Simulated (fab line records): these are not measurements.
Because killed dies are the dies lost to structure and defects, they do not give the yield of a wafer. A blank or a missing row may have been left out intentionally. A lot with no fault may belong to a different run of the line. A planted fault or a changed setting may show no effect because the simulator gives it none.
Comparing a struck lot with a sound one + flow nandHarc + 14 steps out of a route of 1302
Sound: wafers L855.1, L855.2, L855.3. Wafers L865.1, L865.4, L865.6 were the ones struck. The cause is named last.
At each step with rows: each side's tool, then ch and its chambers, then its first start. Under that, the readings that differ: sound wafers + struck wafers + difference of the means + sigmas: that difference in standard deviations of wafers without a fault.
alike: same words and numbers on both sides, and readings whose means sit less than 2 such deviations apart. not compared: any withheld reading, any reading some wafer has no value for, any bound like >300 that may hide the same value, and any number with overlapping values for which the record gives no deviation.
The two part at a step that has a row with sigmas, a row that says differs or no value, or rows on one side only. Numbers that have no deviation but don't overlap get no sigmas and don't part them. A reading missing from all wafers of one side parts the sides only when that side holds two or more wafers.

NHARC_A_CONTACT_CD_MEAS_69: target cd 300 nm.
  sound on cdSem-02 ch 0, day 24 17:49; struck on cdSem-01 ch 0, day 29 04:53
  alike: cdNm
NHARC_A_CONTACT_OVL_MEAS_70:
  sound: overlay-01 at day 24 17:55; struck: overlay-02 at day 29 04:59
| reading         | sound          | struck      | difference | sigmas |
|-----------------|----------------|-------------|------------|--------|
| overlayXNm (nm) | -1.2 -2.0 -1.4 | 2.5 2.5 2.5 | +4.0       | +4     |
| overlayYNm (nm) | -1.6 -1.3 -1.1 | 1.2 1.4 1.3 | +2.6       | +2     |
NHARC_A_CONTACT_INSPECT_71:
  sound: defectInspect-01 at day 24 17:56; struck: defectInspect-02 at day 29 05:01
  alike: rawDefectCount
then, 1 step without rows for these wafers: NHARC_A_CONTACT_DESCUM_74 (chemistry O2, time 3 s).
NHARC_A_CONTACT_ETCH_75: etches the open film in CF4, target depth 39 nm, time 65 s.
  sound on rieDiel-02 ch 0,1,3, day 24 18:05; struck on rieDiel-02 ch 2,3, day 29 05:10
  alike: biasW, cf4FlowSccm, drypumpMotorCurrentA, oesProductAu, rfVppV, showerheadPlenumPTorr, throttleValvePct
  not compared: rfHoursCounterH
NHARC_A_CONTACT_ETCH_76: etches the open film in N2/H2, target depth 260 nm, time 475.3 s.
  sound: rieDiel-02 ch 0,2,3; struck: rieDiel-02 ch 1,3
  alike: biasW, chamberPressureMTorr, drypumpMotorCurrentA, oesProductAu, rfVppV, showerheadPlenumPTorr, throttleValvePct
  not compared: rfHoursCounterH
then, 3 steps without rows for these wafers: NHARC_A_CONTACT_ETCH_77 (etches the open film in CF4/CHF3, target depth 108.9 nm, time 54.5 s); NHARC_A_CONTACT_ETCH_78 (etches the open film in O2/COS, target depth 5300 nm, time 1378 s); NHARC_A_CONTACT_ETCH_124 (etches the open film in C4F8/O2/Ar, time 140 s, target depth 700 nm).
NHARC_A_CONTACT_ETCH_125: etches the open film in C4F8/O2/Ar, time 197 s, target depth 1918 nm.
  sound on harCapEtch-02 ch 0,1, day 24 19:46; struck on harCapEtch-02 ch 0, day 29 06:51
  alike: chamberPressureMTorr, oesAirLineAu
  not compared: rfHoursCounterH
NHARC_A_CONTACT_ETCH_126: etches the open film in C4F8/O2/Ar, time 197 s, target depth 1918 nm.
  sound on harCapEtch-02 ch 0,1, day 24 19:56; struck on harCapEtch-02 ch 0, day 29 07:01
| reading                      | sound                | struck               | difference | sigmas |
|------------------------------|----------------------|----------------------|------------|--------|
| chamberPressureMTorr (mTorr) | 20.010 19.991 20.047 | 19.976 19.997 19.964 | -0.037     | -2     |
  alike: oesAirLineAu
  not compared: rfHoursCounterH
NHARC_A_CONTACT_ETCH_127: etches the open film in C4F8/O2/Ar, time 197 s, target depth 1918 nm.
  sound on harCapEtch-02 ch 0,1, day 24 20:07; struck on harCapEtch-02 ch 0, day 29 07:12
  alike: chamberPressureMTorr, oesAirLineAu
  not compared: rfHoursCounterH
NHARC_A_CONTACT_ETCH_128: etches the open film in C4F8/O2/Ar, time 197 s, target depth 1918 nm.
  sound on harCapEtch-02 ch 0,1, day 24 20:17; struck on harCapEtch-02 ch 0, day 29 07:23
  no value came back on the struck wafers for chamberPressureMTorr (mTorr), oesAirLineAu (a.u.); on the sound wafers chamberPressureMTorr (mTorr) reads 19.997 19.998 19.990
  not compared: rfHoursCounterH
then, 1 step without rows for these wafers: NHARC_A_CONTACT_ETCH_129 (etches the open film in C4F8/O2/Ar, time 197 s, target depth 1918 nm).

WHERE THEY PART
At NHARC_A_CONTACT_OVL_MEAS_70 first; at NHARC_A_CONTACT_ETCH_128 last (within this record only).

WHY: what had been put in by the simulator
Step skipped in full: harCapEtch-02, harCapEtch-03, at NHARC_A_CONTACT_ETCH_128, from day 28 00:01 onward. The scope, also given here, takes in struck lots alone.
